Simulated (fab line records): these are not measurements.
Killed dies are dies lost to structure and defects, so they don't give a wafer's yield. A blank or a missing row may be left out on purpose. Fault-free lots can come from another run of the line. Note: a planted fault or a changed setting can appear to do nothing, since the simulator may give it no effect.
What tool caused it? | flow nand-harc | Sampling: 13 lots, 39 wafers, 3 of 1159 route steps

WHAT EACH GAUGE READ, for each wafer
NHARC_A_BLC_OVL_MEAS_11. Usual: overlay-x-nm -0.2 nm, standard deviation 0.8; overlay-y-nm 0.1 nm, standard deviation 0.86.
lot  | measured     | on         | overlay-x-nm (nm) | overlay-y-nm (nm) | flag
L520 | day 17 06:18 | overlay-02 | -0.2 0.0 -0.5     | -0.2 -0.1 -0.1    |
L521 | day 17 12:30 | overlay-01 | -0.5 -0.7 -0.9    | 0.1 -0.2 0.6      |
L522 | day 17 23:47 | overlay-02 | -0.8 -1.1 -1.2    | 0.7 0.1 0.5       |
L524 | day 17 23:57 | overlay-02 | -1.1 -0.6 -1.1    | 0.6 0.4 0.8       |
L527 | day 18 18:14 | overlay-02 | -0.2 -0.3 -0.4    | 0.3 0.0 -0.3      |
L526 | day 18 23:38 | overlay-01 | -1.3 -1.5 -1.0    | 1.2 0.7 1.5       |
L529 | day 19 00:19 | overlay-01 | 0.4 0.7 0.4       | 0.7 0.9 0.9       |
L530 | day 19 22:02 | overlay-02 | -1.3 -0.8 -1.0    | 0.0 -0.1 -0.5     |
L532 | day 20 11:53 | overlay-01 | 0.8 0.8 0.7       | 2.3 2.6 1.7       |
L533 | day 20 14:01 | overlay-01 | 0.1 0.1 -0.2      | 0.2 0.5 0.6       |
L537 | day 21 17:25 | overlay-02 | -0.9 -1.0 -1.0    | 0.1 0.3 0.4       |
L542 | day 22 14:27 | overlay-02 | 0.4 0.8 0.8       | -1.1 -0.8 -0.7    |
L541 | day 22 17:46 | overlay-02 | 0.7 0.4 0.6       | 0.2 0.6 -0.5      |

EACH LOT AND THE TOOL THAT RAN IT (in order: tool; ch and the chambers of the sampled wafers; start)
lot  | NHARC_A_CONTACT_ETCH_135             | NHARC_A_BLC_SOFTBAKE_05
L520 | har-cap-etch-02 ch 0,1, day 17 02:01 | litho-track-01 ch 0, day 17 05:00
L521 | har-cap-etch-01 ch 0,1, day 17 06:31 | litho-track-06 ch 0, day 17 11:00
L522 | har-cap-etch-01 ch 0, day 17 19:14   | litho-track-06 ch 0, day 17 23:00
L524 | har-cap-etch-02 ch 0,1, day 17 19:35 | litho-track-01 ch 0, day 17 23:00
L527 | har-cap-etch-01 ch 0,1, day 18 09:37 | litho-track-01 ch 0, day 18 17:00
L526 | har-cap-etch-01 ch 0,1, day 18 19:26 | litho-track-04 ch 0, day 18 23:00
L529 | har-cap-etch-02 ch 0,1, day 18 20:01 | litho-track-04 ch 0, day 18 23:00
L530 | har-cap-etch-01 ch 0,1, day 19 13:59 | litho-track-01 ch 0, day 19 21:00
L532 | har-cap-etch-03 ch 0,1, day 20 02:18 | litho-track-01 ch 0, day 20 11:00
L533 | har-cap-etch-01 ch 0,1, day 20 04:01 | litho-track-01 ch 0, day 20 13:00
L537 | har-cap-etch-01 ch 0,1, day 21 08:32 | litho-track-01 ch 0, day 21 17:00
L542 | har-cap-etch-01 ch 0,1, day 22 10:13 | litho-track-04 ch 0, day 22 13:00
L541 | har-cap-etch-01 ch 0,1, day 22 13:22 | litho-track-06 ch 0, day 22 17:00
- NHARC_A_CONTACT_ETCH_135: etches the open film in C4F8/O2/Ar, time 132 s, target depth 1287 nm.
- NHARC_A_BLC_SOFTBAKE_05: time 55 s.

AS READ BY THE TOOLS THEMSELVES (means over the sampled wafers that have a number; for cases with no such wafer, the mark the record gives instead)
NHARC_A_BLC_SOFTBAKE_05. Usual: heater-power-total-W reads 188.46 W (standard deviation 0.16).
lot  | tool           | heater-power-total-W (W) | flag
L520 | litho-track-01 | 188.44                   |
L521 | litho-track-06 | 188.41                   |
L522 | litho-track-06 | 188.47                   |
L524 | litho-track-01 | 188.44                   |
L527 | litho-track-01 | 188.32                   |
L526 | litho-track-04 | 188.42                   |
L529 | litho-track-04 | 188.51                   |
L530 | litho-track-01 | 188.53                   |
L532 | litho-track-01 | 188.54                   |
L533 | litho-track-01 | 193.12                   | OFF
L537 | litho-track-01 | 193.38                   | OFF
L542 | litho-track-04 | 188.52                   |
L541 | litho-track-06 | 188.32                   |

THE ANSWER, worked out from the rows above alone
Rule: a lot is off if the mean of its wafers that have a number lies more than 3 standard deviations from the usual mean. A lot without any number at a reading at which 4 lots or more have one is off too. The other lots that the step has rows for count as sound. The gauges are gone through in route order, then the tools' own readings, and for those a lot's mean is taken as printed above. At the first step where some lot is off, the reading lying furthest off is the one used; lots without a number count as furthest.
Off at NHARC_A_BLC_SOFTBAKE_05 (heater-power-total-W): L533, L537.
If a tool, at that step or one of the process steps before it, ran each lot that is off and ran no sound lot following the first of them, it fits. One candidate fits, namely litho-track-01 at NHARC_A_BLC_SOFTBAKE_05. Its last sound lot is L532 (day 20 11:00), its first lot that is off L533 (day 20 13:00): a fault that began between those two fits.
The tool's own readings at NHARC_A_BLC_SOFTBAKE_05 bear it out: on the lots that are off they differ by more than 5 times the standard deviation of the sound lots' means. heater-power-total-W reads 193.25 W there against 188.45 W on the sound lots.

WHAT THE SIMULATOR HAD PUT IN
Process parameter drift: litho-track-01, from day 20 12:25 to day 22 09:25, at NHARC_A_BLC_SOFTBAKE_05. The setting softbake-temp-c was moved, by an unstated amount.
Shown lots that were struck: L533, L537. The rule above found the same.
